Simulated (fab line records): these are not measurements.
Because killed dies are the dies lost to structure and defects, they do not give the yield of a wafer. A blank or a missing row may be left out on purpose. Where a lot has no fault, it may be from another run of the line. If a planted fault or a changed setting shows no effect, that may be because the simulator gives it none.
fab line records	flow n5Finfet
record: lots: 24	wafers: 72	lastDay: 17
route steps=1938 shown BEOL_M11@1568 BEOL_M12@1632
lots untouched by any fault: they come from a run of this same line in which no faults occurred
startH: start of the lot's first displayed wafer, in hours after the record's first day	waitH: hours elapsed since this lot's preceding step	" same as the row above	L1.1+2: a row that stands for several wafers	- no value, or no start was given	* or withheld: withheld	< > ~ a bound
route shown NAME@n: names a module that has steps shown in the file, with the first one's number in the route	usual: average and standard deviation across the fault-free wafers	same: alike in all rows	chamber/n: place in a boat	sites: the reading at each site	_std_site: how widely they spread, as a standard deviation	_edge_site: mean of outer sites minus mean of inner sites	radiusMm: for every site, how far away it sits from the centre of the wafer	mask NAME#n: copy n	behind: tool/chamber where the wafer was last shaped	hold: what put the lot on hold/how long, in hours/how the hold closed	device: the transistor (n, p or np) that didn't switch	end of line: tests of these same wafers at the route's end	for a step that has no rows: nothing shown but its recipe	killed: not the wafer's yield, but the dies lost to structure and defects at the first sort	map: a wafer's dies, x killed, . not, _ none there
set.NAME: the setting the step ran with; set.NAME@STEP: the setting that earlier step ran with	model.NAME: the simulator's own value behind a step, which no gauge read
a sample of lots followed through the steps of the route, with each step as a table and each wafer as a row
services: a tool's chamber out of use, with start hour (startH, from the record's first day; less than 0 if before it), hours out, and reason
== steps ==
step: N5_BEOL_M11_CD_MEAS_28
recipe: targetCdNm: 70	landingEnergyEv: 500	detector: seInlens	polarity: opening
usual: cdNm: 69.8/0.87
lot.wafer	tool	chamber	startH	waitH	cdNm
L074.1	cdSem-02	0	214.95	-	69.9
L074.3	"	0	"	"	69.3
L074.6	"	0	"	"	68.6
L076.1	cdSem-02	0	222.71	-	72.1
L076.4	"	0	"	"	70.6
L076.6	"	0	"	"	71.2
L075.1	cdSem-01	0	228.61	-	69.6
L075.3	"	0	"	"	70.1
L075.6	"	0	"	"	69.2
L077.2	cdSem-03	0	247.82	-	69.9
L077.3	"	0	"	"	69.4
L077.5	"	0	"	"	70.2
L079.2	cdSem-01	0	253.28	-	69.3
L079.4	"	0	"	"	69.5
L079.6	"	0	"	"	70.4
L081.3	cdSem-03	0	256.94	-	69.4
L081.5	"	0	"	"	68.8
L081.6	"	0	"	"	70.8
L080.1	cdSem-01	0	257.11	-	70.0
L080.4	"	0	"	"	70.3
L080.5	"	0	"	"	69.9
L078.1	cdSem-02	0	257.28	-	69.5
L078.2	"	0	"	"	68.7
L078.5	"	0	"	"	71.3
L082.1	cdSem-03	0	259.61	-	70.9
L082.2	"	0	"	"	71.7
L082.5	"	0	"	"	69.2
L083.2	cdSem-01	0	280.56	-	71.1
L083.3	"	0	"	"	69.9
L083.4	"	0	"	"	69.7
L084.1	cdSem-03	0	280.74	-	69.5
L084.2	"	0	"	"	70.3
L084.3	"	0	"	"	70.5
L085.1	cdSem-02	0	288.73	-	68.8
L085.2	"	0	"	"	69.1
L085.3	"	0	"	"	67.8
L086.1	cdSem-01	0	300.47	-	68.5
L086.2	"	0	"	"	69.1
L086.4	"	0	"	"	69.3
L088.2	cdSem-02	0	302.59	-	69.3
L088.3	"	0	"	"	69.5
L088.5	"	0	"	"	68.2
L087.1	cdSem-02	0	302.96	-	70.2
L087.5	"	0	"	"	69.3
L087.6	"	0	"	"	69.4
L089.2	cdSem-01	0	319.82	-	70.0
L089.5	"	0	"	"	69.2
L089.6	"	0	"	"	70.3
L091.1	cdSem-01	0	325.07	-	69.0
L091.2	"	0	"	"	69.1
L091.6	"	0	"	"	68.3
L092.1	cdSem-03	0	325.44	-	70.7
L092.2	"	0	"	"	70.0
L092.4	"	0	"	"	70.3
L090.1	cdSem-03	0	325.61	-	69.3
L090.3	"	0	"	"	69.5
L090.4	"	0	"	"	69.2
L093.2	cdSem-03	0	333.48	-	70.2
L093.5	"	0	"	"	69.8
L093.6	"	0	"	"	69.6
L094.3	cdSem-03	0	339.64	-	69.8
L094.4	"	0	"	"	70.3
L094.5	"	0	"	"	70.5
L095.1	cdSem-03	0	342.20	-	70.6
L095.2	"	0	"	"	70.7
L095.6	"	0	"	"	69.9
L096.1	cdSem-03	0	364.61	-	71.8
L096.2	"	0	"	"	70.5
L096.5	"	0	"	"	70.7
L097.1	cdSem-03	0	366.29	-	69.0
L097.2	"	0	"	"	68.6
L097.5	"	0	"	"	70.0
step: N5_BEOL_M11_CURE_72
recipe: tempC: 370	timeS: 120	ambient: DMADMS/He	material: SiCOH_lowk
usual: lampPowerPct: 52.31/0.054	wafer_temp_C_max: 371.7/0.66
lot.wafer	tool	chamber	startH	waitH	lampPowerPct	wafer_temp_C_max
L074.1	uvCure-02	0	215.72	0.0	52.35	371.9
L074.3	"	0	"	"	52.28	372.2
L074.6	"	0	"	"	52.34	371.5
L076.1	uvCure-01	1	223.71	0.0	52.25	371.7
L076.4	"	1	"	"	52.23	372.4
L076.6	"	1	"	"	52.32	372.5
L075.1	uvCure-02	1	229.39	0.0	52.28	373.2
L075.3	"	1	"	"	52.29	372.6
L075.6	"	1	"	"	52.40	374.7
L077.2	uvCure-03	2	248.65	0.1	52.32	371.7
L077.3	"	2	"	"	52.33	371.2
L077.5	"	2	"	"	52.39	371.5
L079.2	uvCure-01	0	254.22	0.2	52.37	371.0
L079.4	"	0	"	"	52.32	371.0
L079.6	"	0	"	"	52.29	371.4
L081.3	uvCure-03	2	258.07	0.1	52.33	371.1
L081.5	"	2	"	"	52.26	371.4
L081.6	"	2	"	"	52.21	372.0
L080.1	uvCure-03	2	258.30	0.0	52.29	371.6
L080.4	"	2	"	"	52.26	372.0
L080.5	"	2	"	"	52.33	372.1
L078.1	uvCure-01	2	258.50	0.1	52.40	372.1
L078.2	"	2	"	"	52.35	372.3
L078.5	"	2	"	"	52.39	371.9
L082.1	uvCure-01	2	260.38	0.0	52.30	371.2
L082.2	"	2	"	"	52.33	371.9
L082.5	"	2	"	"	52.32	371.5
L083.2	uvCure-03	0	281.59	0.1	52.30	371.3
L083.3	"	0	"	"	52.39	371.3
L083.4	"	0	"	"	52.38	371.5
L084.1	uvCure-01	0	281.60	0.1	52.38	371.1
L084.2	"	0	"	"	52.31	371.8
L084.3	"	0	"	"	52.38	371.7
L085.1	uvCure-02	0	289.63	0.0	52.30	371.8
L085.2	"	0	"	"	52.36	371.5
L085.3	"	0	"	"	52.39	371.6
L086.1	uvCure-01	0	301.25	0.0	52.29	371.2
L086.2	"	0	"	"	52.22	371.3
L086.4	"	0	"	"	52.34	372.2
L088.2	uvCure-03	0	303.42	0.1	52.35	371.0
L088.3	"	0	"	"	52.29	371.3
L088.5	"	0	"	"	52.32	371.3
L087.1	uvCure-03	0	304.34	0.2	52.42	370.9
L087.5	"	0	"	"	52.24	371.3
L087.6	"	0	"	"	52.38	371.2
L089.2	uvCure-03	0	320.64	0.1	52.25	370.8
L089.5	"	0	"	"	52.37	370.5
L089.6	"	0	"	"	52.37	371.4
L091.1	uvCure-01	1	325.84	0.0	52.40	372.5
L091.2	"	1	"	"	52.39	372.8
L091.6	"	1	"	"	52.27	372.3
L092.1	uvCure-01	2	326.57	0.2	52.31	371.4
L092.2	"	2	"	"	52.32	371.1
L092.4	"	2	"	"	52.37	372.1
L090.1	uvCure-02	0	326.86	0.0	52.24	372.3
L090.3	"	0	"	"	52.25	371.9
L090.4	"	0	"	"	52.27	372.4
L093.2	uvCure-03	2	334.31	0.1	52.34	371.3
L093.5	"	2	"	"	52.31	371.0
L093.6	"	2	"	"	52.35	371.0
L094.3	uvCure-02	2	340.51	0.1	52.31	372.5
L094.4	"	2	"	"	52.24	372.9
L094.5	"	2	"	"	52.27	371.8
L095.1	uvCure-01	0	342.98	0.0	52.24	371.3
L095.2	"	0	"	"	52.34	371.1
L095.6	"	0	"	"	52.30	371.3
L096.1	uvCure-02	1	365.69	0.0	52.20	372.4
L096.2	"	1	"	"	52.24	372.5
L096.5	"	1	"	"	52.33	373.2
L097.1	uvCure-03	0	367.07	0.0	52.33	371.2
L097.2	"	0	"	"	52.32	371.1
L097.5	"	0	"	"	52.31	371.1
step: N5_BEOL_M12_CD_MEAS_28
recipe: targetCdNm: 160.2	landingEnergyEv: 500	detector: seInlens	polarity: opening
usual: cdNm: 160.5/1.3
lot.wafer	tool	chamber	startH	waitH	cdNm
L074.1	cdSem-03	0	219.57	-	159.7
L074.3	"	0	"	"	160.1
L074.6	"	0	"	"	159.4
L076.1	cdSem-02	0	228.24	-	160.8
L076.4	"	0	"	"	160.7
L076.6	"	0	"	"	161.0
L075.1	cdSem-01	0	233.99	-	159.6
L075.3	"	0	"	"	159.9
L075.6	"	0	"	"	158.4
L077.2	cdSem-03	0	253.29	-	161.2
L077.3	"	0	"	"	160.1
L077.5	"	0	"	"	159.2
L079.2	cdSem-02	0	260.33	-	160.3
L079.4	"	0	"	"	161.1
L079.6	"	0	"	"	160.4
L081.3	cdSem-02	0	262.51	-	161.1
L081.5	"	0	"	"	159.2
L081.6	"	0	"	"	161.5
L080.1	cdSem-01	0	262.96	-	159.7
L080.4	"	0	"	"	160.5
L080.5	"	0	"	"	160.0
L078.1	cdSem-01	0	263.34	-	159.9
L078.2	"	0	"	"	161.6
L078.5	"	0	"	"	159.2
L082.1	cdSem-03	0	265.72	-	158.1
L082.2	"	0	"	"	160.4
L082.5	"	0	"	"	160.1
L084.1	cdSem-01	0	286.80	-	163.8
L084.2	"	0	"	"	160.9
L084.3	"	0	"	"	162.7
L083.2	cdSem-02	0	286.84	-	157.7
L083.3	"	0	"	"	160.1
L083.4	"	0	"	"	159.5
L085.1	cdSem-01	0	295.59	-	160.6
L085.2	"	0	"	"	160.9
L085.3	"	0	"	"	162.6
L086.1	cdSem-01	0	304.58	-	160.3
L086.2	"	0	"	"	161.5
L086.4	"	0	"	"	160.7
L088.2	cdSem-01	0	308.97	-	160.3
L088.3	"	0	"	"	161.7
L088.5	"	0	"	"	159.4
L087.1	cdSem-01	0	309.69	-	161.0
L087.5	"	0	"	"	161.0
L087.6	"	0	"	"	161.4
L089.2	cdSem-03	0	324.34	-	159.0
L089.5	"	0	"	"	160.6
L089.6	"	0	"	"	160.3
L091.1	cdSem-02	0	329.82	-	160.6
L091.2	"	0	"	"	161.2
L091.6	"	0	"	"	159.8
L092.1	cdSem-03	0	331.56	-	161.9
L092.2	"	0	"	"	160.8
L092.4	"	0	"	"	160.5
L090.1	cdSem-03	0	331.73	-	160.9
L090.3	"	0	"	"	161.4
L090.4	"	0	"	"	161.6
L093.2	cdSem-03	0	338.53	-	159.0
L093.5	"	0	"	"	160.9
L093.6	"	0	"	"	161.1
L094.3	cdSem-02	0	344.25	-	162.6
L094.4	"	0	"	"	163.8
L094.5	"	0	"	"	160.8
L095.1	cdSem-01	0	347.58	-	159.6
L095.2	"	0	"	"	162.1
L095.6	"	0	"	"	163.0
L096.1	cdSem-01	0	370.24	-	160.1
L096.2	"	0	"	"	162.5
L096.5	"	0	"	"	162.0
L097.1	cdSem-03	0	370.39	-	159.3
L097.2	"	0	"	"	160.4
L097.5	"	0	"	"	160.9
step: N5_BEOL_M12_THK_MEAS_50
recipe: thkMeasGauge: xrf	reads: Cu_of_BEOL_M12_ECD_47
usual: M12_THK: 317/5.4
lot.wafer	tool	chamber	startH	waitH	M12_THK[nm]
L074.1	filmMetro-02	-	222.31	-	314
L074.3	"	-	"	"	309
L074.6	"	-	"	"	308
L076.1	filmMetro-02	-	231.66	-	326
L076.4	"	-	"	"	312
L076.6	"	-	"	"	311
L075.1	filmMetro-02	-	236.93	-	325
L075.3	"	-	"	"	310
L075.6	"	-	"	"	310
L077.2	filmMetro-01	-	256.01	-	320
L077.3	"	-	"	"	329
L077.5	"	-	"	"	317
L079.2	filmMetro-02	-	262.66	-	315
L079.4	"	-	"	"	308
L079.6	"	-	"	"	320
L081.3	filmMetro-02	-	264.71	-	313
L081.5	"	-	"	"	321
L081.6	"	-	"	"	314
L080.1	filmMetro-01	-	265.22	-	310
L080.4	"	-	"	"	314
L080.5	"	-	"	"	322
L078.1	filmMetro-01	-	271.07	0.2	328
L078.2	"	-	"	"	321
L078.5	"	-	"	"	325
L082.1	filmMetro-02	-	271.33	-	320
L082.2	"	-	"	"	314
L082.5	"	-	"	"	310
L084.1	filmMetro-02	-	290.54	-	317
L084.2	"	-	"	"	312
L084.3	"	-	"	"	315
L083.2	filmMetro-02	-	291.53	-	313
L083.3	"	-	"	"	317
L083.4	"	-	"	"	328
L085.1	filmMetro-01	-	299.03	-	314
L085.2	"	-	"	"	324
L085.3	"	-	"	"	310
L086.1	filmMetro-01	-	308.65	-	320
L086.2	"	-	"	"	325
L086.4	"	-	"	"	314
L088.2	filmMetro-02	-	311.68	-	312
L088.3	"	-	"	"	312
L088.5	"	-	"	"	312
L087.1	filmMetro-01	-	311.96	-	317
L087.5	"	-	"	"	324
L087.6	"	-	"	"	314
L089.2	filmMetro-01	-	328.02	-	320
L089.5	"	-	"	"	315
L089.6	"	-	"	"	309
L091.1	filmMetro-01	-	335.61	-	314
L091.2	"	-	"	"	315
L091.6	"	-	"	"	313
L092.1	filmMetro-01	-	336.06	-	317
L092.2	"	-	"	"	315
L092.4	"	-	"	"	318
L090.1	filmMetro-01	-	338.08	-	323
L090.3	"	-	"	"	327
L090.4	"	-	"	"	315
L093.2	filmMetro-02	-	342.86	-	324
L093.5	"	-	"	"	322
L093.6	"	-	"	"	309
L094.3	filmMetro-02	-	349.32	-	308
L094.4	"	-	"	"	316
L094.5	"	-	"	"	308
L095.1	filmMetro-01	-	350.95	-	315
L095.2	"	-	"	"	318
L095.6	"	-	"	"	315
L096.1	filmMetro-01	-	372.56	-	312
L096.2	"	-	"	"	324
L096.5	"	-	"	"	318
L097.1	filmMetro-01	-	373.02	-	327
L097.2	"	-	"	"	318
L097.5	"	-	"	"	329
step: N5_BEOL_M12_DEP_53
recipe: material: SiCN	targetThkA: 300	tempC: withheld	precursor: 3MS/NH3	pressureTorr: 3	rfW: 675	timeS: 10.5
usual: showerheadPlenumPTorr: 4.165/0.023	throttleValvePct: 17.8/1.1
lot.wafer	tool	chamber	startH	waitH	showerheadPlenumPTorr	throttleValvePct
L074.1	pecvd-03	2	222.37	0.0	4.159	16.8
L074.3	"	0	"	"	4.151	18.5
L074.6	"	0	"	"	4.157	18.2
L076.1	pecvd-04	0	231.72	0.0	4.126	17.9
L076.4	"	2	"	"	4.197	16.0
L076.6	"	0	"	"	4.128	17.6
L075.1	pecvd-04	0	237.00	0.0	4.133	18.2
L075.3	"	2	"	"	4.209	15.9
L075.6	"	1	"	"	4.156	20.0
L077.2	pecvd-03	0	256.07	0.0	4.160	18.6
L077.3	"	2	"	"	4.147	16.9
L077.5	"	1	"	"	4.188	18.7
L079.2	pecvd-03	1	262.73	0.0	4.197	18.4
L079.4	"	0	"	"	4.162	18.7
L079.6	"	1	"	"	4.190	18.6
L081.3	pecvd-04	1	264.77	0.0	4.150	19.6
L081.5	"	2	"	"	4.205	16.3
L081.6	"	1	"	"	4.152	19.7
L080.1	pecvd-01	0	265.29	0.0	4.148	17.4
L080.4	"	1	"	"	4.174	18.2
L080.5	"	0	"	"	4.134	17.6
L078.1	pecvd-04	2	271.14	0.0	4.207	15.9
L078.2	"	1	"	"	4.157	19.5
L078.5	"	0	"	"	4.128	18.3
L082.1	pecvd-04	2	271.39	0.0	4.207	16.2
L082.2	"	0	"	"	4.144	17.9
L082.5	"	2	"	"	4.211	16.0
L084.1	pecvd-03	2	290.62	0.0	4.152	17.0
L084.2	"	0	"	"	4.150	18.6
L084.3	"	0	"	"	4.165	18.4
L083.2	pecvd-04	2	291.59	0.0	4.208	16.2
L083.3	"	0	"	"	4.136	17.8
L083.4	"	1	"	"	4.153	19.8
L085.1	pecvd-01	1	299.09	0.0	4.171	18.4
L085.2	"	2	"	"	4.178	16.2
L085.3	"	0	"	"	4.150	17.5
L086.1	pecvd-03	1	308.71	0.0	4.197	18.6
L086.2	"	2	"	"	4.149	16.9
L086.4	"	0	"	"	4.155	18.4
L088.2	pecvd-03	0	311.74	0.0	4.157	18.3
L088.3	"	1	"	"	4.193	18.7
L088.5	"	1	"	"	4.194	18.8
L087.1	pecvd-03	1	312.02	0.0	4.196	18.3
L087.5	"	0	"	"	4.142	18.2
L087.6	"	2	"	"	4.153	17.0
L089.2	pecvd-01	2	328.08	0.0	4.163	16.3
L089.5	"	0	"	"	4.141	17.9
L089.6	"	1	"	"	4.167	18.3
L091.1	pecvd-01	2	335.67	0.0	4.179	16.3
L091.2	"	1	"	"	4.182	18.5
L091.6	"	2	"	"	4.178	16.5
L092.1	pecvd-01	1	336.12	0.0	4.182	18.1
L092.2	"	0	"	"	4.136	17.7
L092.4	"	0	"	"	4.141	17.7
L090.1	pecvd-03	1	338.14	0.0	4.196	18.8
L090.3	"	2	"	"	4.141	17.1
L090.4	"	0	"	"	4.155	18.5
L093.2	pecvd-04	2	342.92	0.0	4.211	16.0
L093.5	"	1	"	"	4.148	19.6
L093.6	"	0	"	"	4.135	18.0
L094.3	pecvd-01	0	349.38	0.0	4.143	17.8
L094.4	"	1	"	"	4.175	18.4
L094.5	"	2	"	"	4.171	16.3
L095.1	pecvd-01	0	351.01	0.0	4.155	17.6
L095.2	"	2	"	"	4.175	16.5
L095.6	"	2	"	"	4.179	16.5
L096.1	pecvd-04	0	372.63	0.0	4.147	17.8
L096.2	"	1	"	"	4.150	19.3
L096.5	"	1	"	"	4.143	19.9
L097.1	pecvd-04	1	373.09	0.0	4.158	19.7
L097.2	"	0	"	"	4.134	18.1
L097.5	"	1	"	"	4.147	19.6
step: N5_BEOL_M12_INSPECT_55
recipe: inspectInstrument: darkfield	mode: postDep
usual: rawDefectCount: 78/26
lot.wafer	tool	chamber	startH	waitH	rawDefectCount
L074.1	defectInspect-02	-	222.46	0.0	53
L074.3	"	-	"	"	93
L074.6	"	-	"	"	51
L076.1	defectInspect-01	-	231.81	0.0	81
L076.4	"	-	"	"	55
L076.6	"	-	"	"	59
L075.1	defectInspect-01	-	237.08	0.0	101
L075.3	"	-	"	"	79
L075.6	"	-	"	"	54
L077.2	defectInspect-02	-	256.16	0.0	23
L077.3	"	-	"	"	49
L077.5	"	-	"	"	38
L079.2	defectInspect-02	-	262.82	0.0	108
L079.4	"	-	"	"	118
L079.6	"	-	"	"	87
L081.3	defectInspect-01	-	264.86	0.0	73
L081.5	"	-	"	"	87
L081.6	"	-	"	"	97
L080.1	defectInspect-02	-	265.40	0.0	56
L080.4	"	-	"	"	71
L080.5	"	-	"	"	66
L078.1	defectInspect-01	-	271.22	0.0	107
L078.2	"	-	"	"	100
L078.5	"	-	"	"	84
L082.1	defectInspect-02	-	271.48	0.0	95
L082.2	"	-	"	"	86
L082.5	"	-	"	"	63
L084.1	defectInspect-01	-	290.72	0.0	80
L084.2	"	-	"	"	90
L084.3	"	-	"	"	87
L083.2	defectInspect-02	-	291.68	0.0	116
L083.3	"	-	"	"	92
L083.4	"	-	"	"	48
L085.1	defectInspect-01	-	299.18	0.0	60
L085.2	"	-	"	"	66
L085.3	"	-	"	"	56
L086.1	defectInspect-01	-	308.80	0.0	71
L086.2	"	-	"	"	76
L086.4	"	-	"	"	65
L088.2	defectInspect-01	-	311.83	0.0	118
L088.3	"	-	"	"	135
L088.5	"	-	"	"	81
L087.1	defectInspect-02	-	312.11	0.0	60
L087.5	"	-	"	"	71
L087.6	"	-	"	"	44
L089.2	defectInspect-01	-	328.17	0.0	106
L089.5	"	-	"	"	95
L089.6	"	-	"	"	85
L091.1	defectInspect-01	-	335.76	0.0	76
L091.2	"	-	"	"	71
L091.6	"	-	"	"	40
L092.1	defectInspect-01	-	336.21	0.0	90
L092.2	"	-	"	"	76
L092.4	"	-	"	"	65
L090.1	defectInspect-02	-	338.23	0.0	68
L090.3	"	-	"	"	98
L090.4	"	-	"	"	131
L093.2	defectInspect-01	-	343.01	0.0	77
L093.5	"	-	"	"	117
L093.6	"	-	"	"	155
L094.3	defectInspect-01	-	349.47	0.0	110
L094.4	"	-	"	"	61
L094.5	"	-	"	"	104
L095.1	defectInspect-02	-	351.10	0.0	44
L095.2	"	-	"	"	66
L095.6	"	-	"	"	66
L096.1	defectInspect-02	-	372.72	0.0	69
L096.2	"	-	"	"	50
L096.5	"	-	"	"	69
L097.1	defectInspect-02	-	373.18	0.0	98
L097.2	"	-	"	"	81
L097.5	"	-	"	"	70
== services ==
tool	chamber	startH	hours	kind
uvCure-03	-	209.53	7.5	pm
uvCure-02	-	211.26	0.3	repair
pecvd-01	-	219.34	6.0	pm
uvCure-03	-	233.15	0.6	repair
pecvd-01	2	234.42	2.5	repair
uvCure-01	-	236.00	1.0	pm
pecvd-01	2	236.96	-	clean
pecvd-01	2	236.96	-	consumableReplace:showerhead
pecvd-01	2	236.96	29.0	scheduledDown
pecvd-01	2	236.96	29.0	ventCycle
uvCure-01	-	249.12	2.1	pm
pecvd-01	1	252.08	2.1	scheduledDown
uvCure-03	-	267.64	2.1	pm
pecvd-03	2	270.65	2.1	repair
pecvd-03	1	288.67	5.5	scheduledDown
pecvd-03	0	303.45	5.0	repair
pecvd-01	0	316.01	5.0	repair
uvCure-02	-	332.71	1.0	pm
pecvd-01	-	338.32	2.8	pm
pecvd-01	0	358.99	2.1	scheduledDown
== key ==
fault none
